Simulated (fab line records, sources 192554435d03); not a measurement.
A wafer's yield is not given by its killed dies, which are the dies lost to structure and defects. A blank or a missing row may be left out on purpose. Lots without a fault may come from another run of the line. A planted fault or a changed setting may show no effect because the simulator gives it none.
Split-lot experiment    flow n5 finfet    39 wafers read from 7 lots, route of 1938 steps

## THE SPLIT ITSELF
At N5_FIN_CUT_CUT_ETCH_15 (etches Si in HBr/Cl2/O2, target depth 100 nm, bt time 10 s, time 42.4 s), the setting target depth a was moved away from the recipe's 1000 angstrom on 12 of the 39 wafers read, by -43.9% to +57.5%. This setting was run at the recipe's value on the other wafers.

The reading comes from the split's own step.

## THE READING
SOC_of_FIN_CUT_COAT_18.thk nm (the simulator's own value, which no gauge read), in nm, at N5_FIN_CUT_CUT_ETCH_15 (etches Si in HBr/Cl2/O2, target depth 100 nm, bt time 10 s, time 42.4 s). The file does not state a usual value for it. Average 171.3 nm, standard deviation 0.76 nm, over the 27 wafers here run with the recipe.

wafer   tool, chamber at the split  target depth a as run, angstrom  against the recipe  SOC_of_FIN_CUT_COAT_18.thk nm, nm  against lot-mates on the recipe
L075.1  rie si-04, 3                1000                             recipe              171                                -
L075.2  rie si-04, 0                1180                             +18.0%              163.2                              -7.2
L075.3  rie si-04, 2                1000                             recipe              170.2                              -
L075.4  rie si-04, 1                1180                             +18.0%              163.6                              -6.8
L075.5  rie si-04, 0                1180                             +18.0%              163.4                              -7.0
L075.6  rie si-04, 1                1000                             recipe              170                                -
L076.1  rie si-05, 1                1000                             recipe              172                                -
L076.2  rie si-05, 0                561.4                            -43.9%              187.6                              +15.7
L076.3  rie si-05, 3                561.4                            -43.9%              187.4                              +15.5
L076.4  rie si-05, 2                1000                             recipe              171.4                              -
L076.5  rie si-05, 0                561.4                            -43.9%              187.6                              +15.7
L076.6  rie si-05, 1                1000                             recipe              172.4                              -
L078.1  rie si-04, 0                1000                             recipe              171.4                              -
L078.2  rie si-04, 1                1000                             recipe              171                                -
L078.3  rie si-04, 2                1000                             recipe              170.8                              -
L078.4  rie si-04, 3                1000                             recipe              172.2                              -
L078.5  rie si-04, 0                1000                             recipe              170.4                              -
L078.6  rie si-04, 3                1000                             recipe              172.4                              -
L087.3  rie si-05, 1                1000                             recipe              172                                -
L087.4  rie si-05, 2                1000                             recipe              171.4                              -
L087.6  rie si-05, 1                1000                             recipe              171.8                              -
L088.1  rie si-05, 2                1575                             +57.5%              149.6                              -20.8
L088.2  rie si-05, 1                1000                             recipe              171                                -
L088.3  rie si-05, 0                1000                             recipe              170.2                              -
L088.4  rie si-05, 3                1575                             +57.5%              148.4                              -22.0
L088.5  rie si-05, 0                1000                             recipe              170                                -
L088.6  rie si-05, 3                1575                             +57.5%              148.6                              -21.8
L090.1  rie si-04, 0                1000                             recipe              171.4                              -
L090.2  rie si-04, 1                735.1                            -26.5%              180                                +8.5
L090.3  rie si-04, 3                735.1                            -26.5%              181.8                              +10.3
L090.4  rie si-04, 2                1000                             recipe              171.6                              -
L090.5  rie si-04, 1                735.1                            -26.5%              181.2                              +9.7
L090.6  rie si-04, 2                1000                             recipe              171.4                              -
L093.1  rie si-05, 0                1000                             recipe              170.8                              -
L093.2  rie si-05, 2                1000                             recipe              171.2                              -
L093.3  rie si-05, 3                1000                             recipe              170                                -
L093.4  rie si-05, 1                1000                             recipe              172.4                              -
L093.5  rie si-05, 0                1000                             recipe              171.2                              -
L093.6  rie si-05, 1                1000                             recipe              172.2                              -

FIT RESULTS
A straight line over all 39 wafers: SOC_of_FIN_CUT_COAT_18.thk nm changes by -0.384 nm for each +1% of target depth a; r = -1.00; the points scatter about the line by 0.76 nm.
The same after taking each lot's own level away (the mean of its wafers on the recipe; 39 wafers): -0.368 nm for each +1%; r = -1.00; scatter 0.59 nm.
The reading moves by 21 nm for the largest change in target depth a, on that fit.
From 170.40 to 171.93 nm: that is the span of the lots' own levels, equal to 2.0 times the standard deviation above.
Hence the lot-to-lot level has little effect on the slope; both slopes agree.
Check: -21.4 nm against its lot-mates is what the line predicts for one of the wafers moved furthest among these (+57.5%) when that wafer is left out of the fit. It came out at -20.8 nm against them.

## THE WHOLE CHAIN: every reading that the file lists as answering this split, in the file's order
step                    what it does                                                             reading                                                                         change (the file's fit)                r (the file's)
N5_FIN_CUT_CUT_ETCH_15  etches Si in HBr/Cl2/O2, target depth 100 nm, bt time 10 s, time 42.4 s  etch.depth nm (the simulator's own value, which no gauge read)                  +1 nm for each +1% of the setting      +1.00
N5_FIN_CUT_CUT_ETCH_15  etches Si in HBr/Cl2/O2, target depth 100 nm, bt time 10 s, time 42.4 s  FIN_CUT.feature depth nm (the simulator's own value, which no gauge read)       +1 nm for each +1% of the setting      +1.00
N5_FIN_CUT_CUT_ETCH_15  etches Si in HBr/Cl2/O2, target depth 100 nm, bt time 10 s, time 42.4 s  SOC_of_FIN_CUT_COAT_18.thk nm (the simulator's own value, which no gauge read)  -0.368 nm for each +1% of the setting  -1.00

## THE FILE'S OWN FIT
SOC_of_FIN_CUT_COAT_18.thk nm changes by -0.368 nm for each +1% of target depth a, r = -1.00.
